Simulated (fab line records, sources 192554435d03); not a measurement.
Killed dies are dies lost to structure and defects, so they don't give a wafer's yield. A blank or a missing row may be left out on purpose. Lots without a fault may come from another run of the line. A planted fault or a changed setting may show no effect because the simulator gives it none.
fab line records | flow n5_finfet
record lots=8 wafers=24 last_day=18
route steps=1938 shown BEOL_M0_SAQP@633 BEOL_M4@1111
lots that met no fault: from a run of the same line without faults
start_h: hours from the record's first day to the start of the lot's first wafer shown | wait_h: hours since the lot's step before | " the same as in the row above | L1.1+2: a row that stands for several wafers | - no value, or no start given | * or withheld: withheld | < > ~ a bound
route shown NAME@n: a module of which the file shows steps, and the number in the route of the first | usual: mean/standard deviation of fault-free wafers | same: alike in all rows | chamber/n: place in a boat | sites: the reading at each site | _std_site: their standard deviation | _edge_site: outer sites' mean less inner sites' | radius_mm: how far each site lies from the wafer's centre | mask NAME#n: copy n | behind: the tool/chamber that last shaped the wafer | hold: why the lot was held/for how many hours/how that ended | device: the transistor (n, p or np) that didn't switch | end of line: the same wafers' tests at the end of the route | a step without rows: its recipe alone | killed: dies lost to structure and defects at the first sort, not the wafer's yield | map: a wafer's dies, x killed, . not, _ none there
set.NAME: the setting as run; set.NAME@STEP: as run at that earlier step | model.NAME: the simulator's own value behind a step, which no gauge read
steps of the route over a sample of lots; a table a step, a row a wafer
services: from which hour (start_h, from the record's first day; less than 0 if before it) a tool's chamber was out of use, for how many hours, and why
## steps
# step N5_BEOL_M0_SAQP_ILD_DEP_01
# recipe material=SiOC target_thk_a=454.19 temp_c=350 precursor=DEMS/O2 pressure_torr=5 rf_w=500 time_s=8.7
# usual heater_power_w=444/46 rf_fwd_power_W=493.3/2.8 showerhead_plenum_p_Torr=5.694/0.022 susceptor_temp_C=349.98/0.21 throttle_valve_pct=11.8/0.39
# columns lot.wafer tool chamber start_h wait_h heater_power_w rf_fwd_power_W showerhead_plenum_p_Torr susceptor_temp_C throttle_valve_pct
L378.3 pecvd-02 0 107.93 0.0 371 492.5 5.685 349.64 11.6
L378.4 " 0 " " 377 491.8 5.699 349.94 11.4
L378.6 " 2 " " 503 491.0 5.694 349.66 11.1
L380.1 pecvd-02 1 123.54 0.0 459 490.3 5.678 349.76 12.0
L380.2 " 2 " " 405 492.4 5.700 350.15 11.1
L380.3 " 0 " " 330 493.3 5.699 349.89 11.7
L381.1 pecvd-04 1 131.87 0.0 455 493.8 5.675 350.34 12.4
L381.5 " 2 " " 403 496.0 5.727 349.85 11.9
L381.6 " 1 " " 477 491.9 5.671 349.99 12.1
L385.2 pecvd-03 2 152.00 0.0 419 496.5 5.706 350.19 11.6
L385.3 " 0 " " 440 490.7 5.727 350.23 11.6
L385.6 " 1 " " 502 493.6 5.685 350.05 12.0
L393.2 pecvd-02 2 214.44 0.0 467 487.9 5.687 350.27 11.2
L393.4 " 1 " " 452 490.0 5.695 350.17 12.0
L393.5 " 2 " " 472 489.4 5.698 350.18 11.2
L395.4 pecvd-04 0 217.45 0.0 447 495.4 5.660 349.87 11.6
L395.5 " 1 " " 426 493.0 5.676 350.08 12.2
L395.6 " 2 " " 406 493.4 5.708 349.81 12.3
L396.1 pecvd-04 0 223.61 0.0 459 495.2 5.672 350.08 11.5
L396.2 " 2 " " 423 490.4 5.719 350.04 12.1
L396.6 " 2 " " 422 494.7 5.718 349.92 11.9
L400.2 pecvd-03 0 249.65 0.0 462 490.6 5.725 350.29 11.5
L400.3 " 1 " " 502 494.0 5.717 350.30 12.4
L400.5 " 1 " " 521 493.7 5.694 350.27 12.6
# step N5_BEOL_M0_SAQP_PECVD_96
# recipe material=a-Si target_thk_a=450 temp_c=350 precursor=SiH4/He pressure_torr=3 rf_w=100 time_s=45.2
# usual heater_power_w=582/35 rf_fwd_power_W=99.1/0.38 showerhead_plenum_p_Torr=5.67/0.079 susceptor_temp_C=349.97/0.21 throttle_valve_pct=17.9/0.56
# columns lot.wafer tool chamber start_h wait_h heater_power_w rf_fwd_power_W showerhead_plenum_p_Torr susceptor_temp_C throttle_valve_pct
L378.3 pecvd-03 2 109.97 0.0 639 99.0 5.75 350.13 17.4
L378.4 " 0 " " 528 98.9 5.81 350.01 17.4
L378.6 " 0 " " 534 99.4 5.80 350.07 17.4
L380.1 pecvd-04 2 124.23 0.0 587 99.1 5.73 349.98 18.0
L380.2 " 1 " " 624 98.8 5.61 349.97 18.6
L380.3 " 0 " " 548 99.7 5.57 349.99 17.5
L381.1 pecvd-02 1 132.51 0.0 569 98.6 5.58 349.99 18.0
L381.5 " 1 " " 574 98.7 5.56 349.76 17.8
L381.6 " 2 " " 607 99.4 5.68 349.98 16.7
L385.2 pecvd-03 2 153.90 0.0 573 99.4 5.77 349.81 17.4
L385.3 " 0 " " 587 99.5 5.80 350.15 17.4
L385.6 " 1 " " 562 98.9 5.68 350.11 18.7
L393.2 pecvd-02 0 215.20 0.0 532 98.9 5.66 350.28 17.5
L393.4 " 1 " " 587 98.5 5.58 350.22 17.9
L393.5 " 2 " " 582 99.0 5.66 349.73 17.1
L395.4 pecvd-04 0 219.27 0.0 591 99.5 5.55 349.87 17.8
L395.5 " 2 " " 563 99.0 5.73 349.79 18.5
L395.6 " 1 " " 638 98.4 5.59 349.96 18.5
L396.1 pecvd-02 2 225.47 0.0 613 98.7 5.68 349.75 17.4
L396.2 " 0 " " 538 98.9 5.65 349.90 17.4
L396.6 " 2 " " 612 98.4 5.68 349.94 17.4
L400.2 pecvd-02 2 250.11 0.0 554 98.6 5.70 350.36 17.1
L400.3 " 2 " " 563 98.8 5.69 350.28 17.0
L400.5 " 2 " " 562 98.7 5.67 349.81 17.3
# step N5_BEOL_M0_SAQP_ETCH_101
# recipe chemistry=CH3F/O2 target=SiNx mask_material=SiO2 target_depth_a=299 time_s=42.7 pressure_mtorr=30 source_w=395 bias_w=73 Ar_flow_sccm=150 CH3F_flow_sccm=30 O2_flow_sccm=20 ion_energy_ev=120
# usual CH3F_flow_sccm=30.00/0.098 drypump_motor_current_A=5.6/0.44 oes_o_777_au=0.77/0.087 oes_product_au=0.77/0.093 rf_fwd_power_W=393.1/1.5 rf_vpp_V=296/6.4 showerhead_plenum_p_Torr=1.99/0.064 throttle_valve_pct=16.27/0.23
# columns lot.wafer tool chamber start_h wait_h CH3F_flow_sccm drypump_motor_current_A oes_o_777_au oes_product_au rf_fwd_power_W rf_hours_counter_h rf_vpp_V showerhead_plenum_p_Torr throttle_valve_pct
L378.3 rie_diel-03 3 112.28 0.0 29.84 5.7 0.70 0.69 393.9 214 289 1.99 16.52
L378.4 " 1 " " 30.11 6.3 0.72 0.71 395.2 219 304 2.06 16.74
L378.6 " 0 " " 30.02 6.0 0.70 0.70 393.5 - 292 1.97 16.15
L380.1 rie_diel-01 3 126.56 0.0 30.06 5.6 0.76 0.78 393.2 133 304 2.10 16.19
L380.2 " 2 " " 29.90 5.2 0.81 0.80 391.7 115 300 1.93 16.23
L380.3 " 0 " " 29.98 4.9 0.70 0.68 392.5 245 294 1.99 16.51
L381.1 rie_diel-03 2 134.87 0.0 29.94 5.1 0.68 0.69 392.4 247 308 2.03 16.36
L381.5 " 3 " " 29.95 5.7 0.69 0.69 395.5 - 290 1.99 16.55
L381.6 " 0 " " 30.10 6.1 0.68 0.69 393.0 - 291 1.96 16.17
L385.2 rie_diel-01 2 156.29 0.0 29.97 5.2 0.79 0.79 390.0 126 299 1.93 16.26
L385.3 " 1 " " 29.94 5.8 0.87 0.87 395.3 68 289 1.96 16.09
L385.6 " 1 " " 29.88 5.8 0.87 0.86 392.8 - 288 1.96 16.10
L393.2 rie_diel-03 3 218.00 0.0 29.97 5.7 0.68 0.67 394.6 248 289 1.98 16.58
L393.4 " 3 " " 29.85 5.7 0.67 0.67 394.1 - 289 1.98 16.59
L393.5 " 2 " " 29.84 5.0 0.90 0.93 393.6 - 309 2.03 15.95
L395.4 rie_diel-01 1 222.30 0.0 29.78 5.8 0.85 0.83 390.0 85 288 1.95 16.14
L395.5 " 3 " " 29.83 5.6 0.73 0.75 391.8 - 304 2.09 16.26
L395.6 " 0 " " 30.02 4.9 0.93 0.90 394.0 - 294 1.98 16.03
L396.1 rie_diel-03 0 229.26 0.1 29.84 6.1 0.67 0.67 392.2 254 290 1.95 16.21
L396.2 " 3 " " 29.91 5.7 0.67 0.67 393.5 252 290 1.98 16.59
L396.6 " 2 " " 30.10 5.0 0.89 0.92 393.7 - 307 2.03 15.95
L400.2 rie_diel-01 1 252.54 0.0 30.04 5.8 0.84 0.82 393.8 97 290 1.95 16.16
L400.3 " 3 " " 30.01 5.6 0.72 0.74 391.6 176 305 2.08 16.29
L400.5 " 0 " " 30.03 4.9 0.91 0.89 393.6 - 293 1.98 16.04
# step N5_BEOL_M0_SAQP_MANDREL_ETCH_103
# recipe chemistry=HBr/Cl2 target=a-Si target_depth_a=450 bt_time_s=10 stop_on=SiCN mask_material=SiO2 over_etch_frac=0.8 time_s=27 pressure_mtorr=10 icp_w=800 bias_w=75 HBr_flow_sccm=150 Cl2_flow_sccm=80 ends=end_point
# usual drypump_motor_current_A=5.7/0.42 mfc_cl2_sccm=79.99/0.22 oes_product_au=0.686/0.013 rf_fwd_power_W=794.8/2.7 throttle_valve_pct=35.5/0.33
# columns lot.wafer tool chamber start_h wait_h drypump_motor_current_A mfc_cl2_sccm oes_product_au rf_fwd_power_W rf_hours_counter_h throttle_valve_pct
L378.3 rie_si-05 0 112.41 0.0 6.0 79.91 0.668 795.9 194 35.4
L378.4 " 3 " " 6.5 80.14 0.707 791.7 - 36.2
L378.6 " 2 " " 5.4 79.83 0.706 796.9 - 35.3
L380.1 rie_si-02 3 126.69 0.0 5.5 80.03 0.663 800.5 178 35.4
L380.2 " 0 " " 5.7 79.70 0.671 794.7 141 35.4
L380.3 " 1 " " 5.7 79.64 0.703 793.1 39 35.0
L381.1 rie_si-05 0 135.01 0.0 6.0 79.93 0.679 793.6 194 35.5
L381.5 " 2 " " 5.3 79.92 0.702 799.8 - 35.3
L381.6 " 3 " " 6.5 80.24 0.688 794.8 - 36.2
L385.2 rie_si-06 3 156.43 0.0 5.9 79.73 0.686 795.3 164 35.5
L385.3 " 1 " " 5.0 80.01 0.625 794.0 2 35.6
L385.6 " 2 " " 5.3 79.84 0.718 794.9 - 35.5
L393.2 rie_si-06 0 218.14 0.0 5.6 79.72 0.676 793.6 5 35.1
L393.4 " 1 " " 5.1 79.96 0.680 799.3 3 35.5
L393.5 " 1 " " 5.1 79.90 0.681 796.1 - 35.5
L395.4 rie_si-06 0 222.44 0.0 5.6 79.79 0.673 793.0 5 35.1
L395.5 " 1 " " 5.1 80.23 0.665 798.0 - 35.5
L395.6 " 0 " " 5.6 79.62 0.684 793.9 - 35.1
L396.1 rie_si-02 3 229.40 0.0 5.5 80.07 0.677 794.4 180 35.3
L396.2 " 2 " " 5.4 80.25 0.678 793.4 180 35.3
L396.6 " 2 " " 5.4 79.94 0.708 792.3 - 35.3
L400.2 rie_si-06 3 252.68 0.0 5.9 80.03 0.672 791.7 165 35.5
L400.3 " 0 " " 5.6 80.06 0.669 793.8 6 35.1
L400.5 " 3 " " 5.9 79.67 0.682 789.2 - 35.5
# step N5_BEOL_M0_SAQP_ETCH_106
# recipe chemistry=N2/H2 target=SOC target_depth_a=1500 stop_on=SiNx ion_energy_ev=100 bias_w=61 pressure_mtorr=30 source_w=850 n2_flow_sccm=200 h2_flow_sccm=200
# usual drypump_motor_current_A=5.6/0.42 oes_product_au=0.77/0.083 rf_fwd_power_W=844/3.1 rf_vpp_V=240.4/1.3 showerhead_plenum_p_Torr=2.52/0.082 throttle_valve_pct=17.71/0.25
# columns lot.wafer tool chamber start_h wait_h drypump_motor_current_A oes_product_au rf_fwd_power_W rf_hours_counter_h rf_vpp_V showerhead_plenum_p_Torr throttle_valve_pct
L378.3 rie_diel-04 1 113.12 - 5.7 0.77 842 123 239.3 2.34 17.51
L378.4 " 0 " " 5.8 0.70 848 221 240.9 2.51 18.12
L378.6 " 3 " " 5.2 0.71 837 - 239.8 2.43 17.62
L380.1 rie_diel-03 3 127.25 - 5.7 0.68 849 220 240.6 2.53 18.06
L380.2 " 0 " " 6.1 0.69 846 222 239.9 2.50 17.55
L380.3 " 1 " " 6.3 0.70 846 224 242.6 2.61 18.20
L381.1 rie_diel-04 3 135.54 - 5.2 0.71 842 192 238.8 2.42 17.63
L381.5 " 3 " " 5.2 0.70 837 - 239.3 2.42 17.64
L381.6 " 2 " " 6.2 0.88 845 - 240.2 2.59 17.32
L385.2 rie_diel-01 3 156.96 - 5.6 0.76 842 144 243.3 2.66 17.71
L385.3 " 2 " " 5.2 0.78 840 126 239.7 2.44 17.68
L385.6 " 1 " " 5.8 0.85 839 - 239.4 2.49 17.58
L393.2 rie_diel-03 3 218.82 - 5.7 0.66 849 248 240.5 2.52 18.10
L393.4 " 3 " " 5.7 0.67 846 - 239.8 2.52 18.10
L393.5 " 2 " " 5.0 0.90 847 - 241.7 2.61 17.46
L395.4 rie_diel-03 0 224.02 - 6.1 0.66 845 - 240.8 2.49 17.62
L395.5 " 3 " " 5.7 0.66 847 - 242.0 2.52 18.10
L395.6 " 2 " " 5.0 0.91 846 - 242.2 2.61 17.46
L396.1 rie_diel-01 0 229.99 - 5.0 0.90 844 22 239.0 2.51 17.53
L396.2 " 2 " " 5.2 0.77 842 147 238.8 2.43 17.69
L396.6 " 3 " " 5.6 0.74 841 - 242.1 2.65 17.74
L400.2 rie_diel-01 2 253.21 - 5.2 0.76 841 157 240.0 2.43 17.73
L400.3 " 1 " " 5.8 0.82 841 97 239.6 2.47 17.63
L400.5 " 0 " " 5.0 0.88 843 - 240.3 2.50 17.53
# step N5_BEOL_M4_RC_MEAS_101
# usual DIBL_N=36.5/1.4 DIBL_P=36.6/1.9 IOFF_N=0.167/0.029 IOFF_P=0.21/0.033 ION_N=674/12 ION_P=460/8.9 SS_N=71.6/0.57 SS_P=73.4/0.61 VT_N=249/3.3 VT_P=-250/3.3
# columns lot.wafer tool chamber start_h wait_h DIBL_N[mV/V] DIBL_P[mV/V] IOFF_N[nA/um] IOFF_P[nA/um] ION_N[uA/um] ION_P[uA/um] SS_N[mV/dec] SS_P[mV/dec] VT_N[mV] VT_P[mV]
L378.3 prober-01 0 164.05 0.9 34.9 35.9 0.152 0.17 682 454 71.5 73.3 250 -254
L378.4 " 0 " " 34.5 35.7 0.133 0.18 660 449 71.4 73.7 251 -253
L378.6 " 0 " " 37.4 37.8 0.186 0.20 670 453 72.5 73.2 244 -253
L380.1 prober-02 0 181.24 0.0 36.0 37.2 0.162 0.23 693 478 71.3 72.9 252 -252
L380.2 " 0 " " 34.5 34.3 0.130 0.19 667 460 71.4 72.8 253 -250
L380.3 " 0 " " 36.4 36.9 0.145 0.22 659 457 72.1 73.6 252 -250
L381.1 prober-02 0 195.26 0.0 36.6 35.3 0.158 0.23 678 467 71.5 73.4 250 -248
L381.5 " 0 " " 35.1 33.9 0.135 0.21 662 462 70.4 73.0 252 -248
L381.6 " 0 " " 37.3 36.3 0.173 0.25 677 470 71.1 73.6 250 -244
L385.2 prober-02 0 210.35 0.2 36.2 35.3 0.164 0.18 669 453 72.0 72.7 249 -253
L385.3 " 0 " " 35.3 35.3 0.157 0.18 678 457 71.5 73.0 248 -253
L385.6 " 0 " " 37.7 38.0 0.191 0.23 679 467 72.2 74.1 245 -249
L393.2 prober-01 0 268.55 0.2 36.4 35.7 0.127 0.16 656 444 71.0 72.9 255 -257
L393.4 " 0 " " 40.3 39.6 0.217 0.22 674 453 72.3 74.0 245 -252
L393.5 " 0 " " 36.8 35.8 0.137 0.16 656 449 71.5 73.3 252 -258
L396.1 prober-02 0 286.76 0.0 35.4 35.2 0.142 0.17 675 463 71.0 72.1 249 -251
L396.2 " 0 " " 36.2 34.6 0.146 0.16 669 446 71.2 73.0 252 -256
L396.6 " 0 " " 35.8 35.9 0.151 0.18 684 466 71.3 73.0 252 -254
L395.4 prober-01 0 289.69 0.5 37.9 38.4 0.174 0.24 668 462 72.1 73.4 248 -251
L395.5 " 0 " " 39.4 41.1 0.228 0.29 703 481 71.8 74.9 245 -247
L395.6 " 0 " " 38.6 38.5 0.181 0.23 658 452 71.8 73.6 250 -251
L400.2 prober-01 0 308.71 0.2 35.2 34.8 0.133 0.19 649 452 72.1 72.1 252 -252
L400.3 " 0 " " 35.4 35.0 0.141 0.20 670 462 71.4 72.8 250 -251
L400.5 " 0 " " 36.6 36.5 0.165 0.21 663 447 72.4 71.9 249 -251
## services
# columns tool chamber start_h hours kind
rie_diel-04 0 90.90 7.5 repair
pecvd-03 0 92.08 2.8 repair
rie_si-02 3 92.27 2.7 repair
pecvd-02 0 120.07 2.1 scheduled_down
pecvd-04 - 120.08 3.5 repair
rie_diel-04 1 136.39 8.7 repair
rie_diel-03 2 142.38 - clean
rie_diel-03 2 142.38 - consumable_replace:focus_ring
rie_diel-03 2 142.38 20.4 scheduled_down
rie_diel-03 2 142.38 20.4 vent_cycle
rie_diel-01 0 144.02 - clean
rie_diel-01 0 144.02 - consumable_replace:focus_ring
rie_diel-01 0 144.02 16.1 scheduled_down
rie_diel-01 0 144.02 16.1 vent_cycle
pecvd-03 1 157.84 3.6 repair
pecvd-02 0 158.88 - calibration
rie_si-05 3 179.11 1.7 repair
rie_diel-01 1 186.61 6.5 repair
rie_diel-04 3 198.65 1.7 repair
pecvd-02 0 206.64 4.7 repair
rie_si-05 1 213.17 7.1 repair
rie_diel-01 1 218.33 2.2 repair
rie_diel-04 - 237.68 2.8 pm
pecvd-03 - 238.67 4.3 pm
## key
first_sign step=N5_BEOL_M0_SAQP_MANDREL_ETCH_103 reading=oes_product_au direction=down sigmas=4.7 usual=0.686 struck=0.625
effect none on later readings
met_at N5_BEOL_M0_SAQP_PECVD_96
struck_lots L385
struck_wafers L385.3
not_acting_at N5_BEOL_M0_SAQP_ILD_DEP_01,N5_BEOL_M0_SAQP_ETCH_101,N5_BEOL_M0_SAQP_ETCH_106
onset_between 109.97 153.90
fault kind=site_profile_drift tool=pecvd-03 chamber=0 onset_h=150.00 steps=N5_BEOL_M0_SAQP_PECVD_96 basis=fraction max_abs_drift=0.33516 slope_share_per_hr=74.48 site_pattern=0,0,0,0,0,-1,-1,-1,-1
